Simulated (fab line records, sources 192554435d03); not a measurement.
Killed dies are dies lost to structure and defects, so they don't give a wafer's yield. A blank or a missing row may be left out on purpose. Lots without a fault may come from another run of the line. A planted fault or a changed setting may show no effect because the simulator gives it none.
Split-lot experiment | flow n5_finfet | 7 lots, 39 wafers read, on a route of 1938 steps

THE SPLIT
At N5_DUMMY_GATE_ETCH_32 (etches SiO2 in CF4, target depth 3.5 nm, time 3.9 s), the setting time_s was moved away from the recipe's 3.9 s on 18 of the 39 wafers read, by +8.4% to +20.9%. The other wafers ran this setting at the recipe's value.

The reading is taken at the split's own step.

THE READING
etch.depth_nm (the simulator's own value, which no gauge read), in nm, at N5_DUMMY_GATE_ETCH_32 (etches SiO2 in CF4, target depth 3.5 nm, time 3.9 s). The file gives no usual value for it. The 21 wafers here that ran the recipe average 3.495 nm, standard deviation 0.076 nm.

wafer  | tool, chamber at the split | time_s as run, s | against the recipe | etch.depth_nm, nm | against lot-mates on the recipe
L074.1 | rie_si-06, 1               | 3.9              | recipe             | 3.7               | -
L074.4 | rie_si-06, 0               | 3.9              | recipe             | 3.563             | -
L074.6 | rie_si-06, 0               | 3.9              | recipe             | 3.62              | -
L081.1 | rie_si-03, 0               | 4.228            | +8.4%              | 3.825             | +0.368
L081.2 | rie_si-03, 1               | 3.9              | recipe             | 3.485             | -
L081.3 | rie_si-03, 2               | 4.228            | +8.4%              | 3.677             | +0.220
L081.4 | rie_si-03, 0               | 4.228            | +8.4%              | 3.819             | +0.362
L081.5 | rie_si-03, 1               | 3.9              | recipe             | 3.47              | -
L081.6 | rie_si-03, 2               | 3.9              | recipe             | 3.415             | -
L082.1 | rie_si-02, 0               | 3.9              | recipe             | 3.425             | -
L082.2 | rie_si-02, 2               | 4.259            | +9.2%              | 3.684             | +0.186
L082.3 | rie_si-02, 1               | 3.9              | recipe             | 3.523             | -
L082.4 | rie_si-02, 3               | 4.259            | +9.2%              | 3.696             | +0.198
L082.5 | rie_si-02, 2               | 4.259            | +9.2%              | 3.634             | +0.136
L082.6 | rie_si-02, 1               | 3.9              | recipe             | 3.545             | -
L083.1 | rie_si-02, 1               | 4.56             | +16.9%             | 4.172             | +0.703
L083.2 | rie_si-02, 2               | 3.9              | recipe             | 3.361             | -
L083.3 | rie_si-02, 0               | 3.9              | recipe             | 3.457             | -
L083.4 | rie_si-02, 3               | 4.56             | +16.9%             | 3.97              | +0.501
L083.5 | rie_si-02, 2               | 4.56             | +16.9%             | 3.928             | +0.459
L083.6 | rie_si-02, 1               | 3.9              | recipe             | 3.589             | -
L089.1 | rie_si-03, 0               | 4.717            | +20.9%             | 4.273             | +0.775
L089.2 | rie_si-03, 3               | 3.9              | recipe             | 3.487             | -
L089.3 | rie_si-03, 2               | 4.717            | +20.9%             | 4.139             | +0.641
L089.4 | rie_si-03, 1               | 4.717            | +20.9%             | 4.214             | +0.716
L089.5 | rie_si-03, 1               | 3.9              | recipe             | 3.49              | -
L089.6 | rie_si-03, 0               | 3.9              | recipe             | 3.518             | -
L091.1 | rie_si-03, 0               | 4.591            | +17.7%             | 4.109             | +0.657
L091.2 | rie_si-03, 3               | 3.9              | recipe             | 3.475             | -
L091.3 | rie_si-03, 1               | 4.591            | +17.7%             | 4.082             | +0.630
L091.4 | rie_si-03, 2               | 4.591            | +17.7%             | 3.986             | +0.534
L091.5 | rie_si-03, 3               | 3.9              | recipe             | 3.487             | -
L091.6 | rie_si-03, 2               | 3.9              | recipe             | 3.394             | -
L094.1 | rie_si-03, 3               | 4.49             | +15.1%             | 4.016             | +0.549
L094.2 | rie_si-03, 2               | 3.9              | recipe             | 3.421             | -
L094.3 | rie_si-03, 0               | 4.49             | +15.1%             | 4.068             | +0.601
L094.4 | rie_si-03, 1               | 3.9              | recipe             | 3.492             | -
L094.5 | rie_si-03, 0               | 4.49             | +15.1%             | 4.032             | +0.565
L094.6 | rie_si-03, 1               | 3.9              | recipe             | 3.487             | -

THE FIT
A straight line over all 39 wafers: etch.depth_nm changes by +0.0328 nm for each +1% of time_s; r = +0.96; the points scatter about the line by 0.082 nm.
The same after taking each lot's own level away (the mean of its wafers on the recipe; 39 wafers): +0.034 nm for each +1%; r = +0.97; scatter 0.073 nm.
On that fit, the largest move of time_s shifts the reading by 0.71 nm.
The lots' own levels span 3.4520 to 3.6277 nm, that is 2.3 times the standard deviation above.
So the lot-to-lot level changes the slope little: the two slopes agree.
Check: with one of the wafers moved furthest among these (+20.9%) left out of the fit, the line predicts +0.699 nm for it against its lot-mates. It came out at +0.775 nm against them.

OTHER SPLITS ON THESE WAFERS
These wafers also went through other splits before the reading. Each is held against what the fit with the lots' levels taken away leaves over:
other split on the same wafers | wafers away from the commonest value | r with etch.depth_nm (lot level and that fit taken away)
N5_WELL_APT_EPI_41 time_s      | 18                                   | -0.15
N5_FIN_SAQP_ALD_61 temp_c      | 15                                   | -0.02

THE FILE'S OWN FIT
etch.depth_nm changes by +0.0337 nm for each +1% of time_s, r = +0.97.
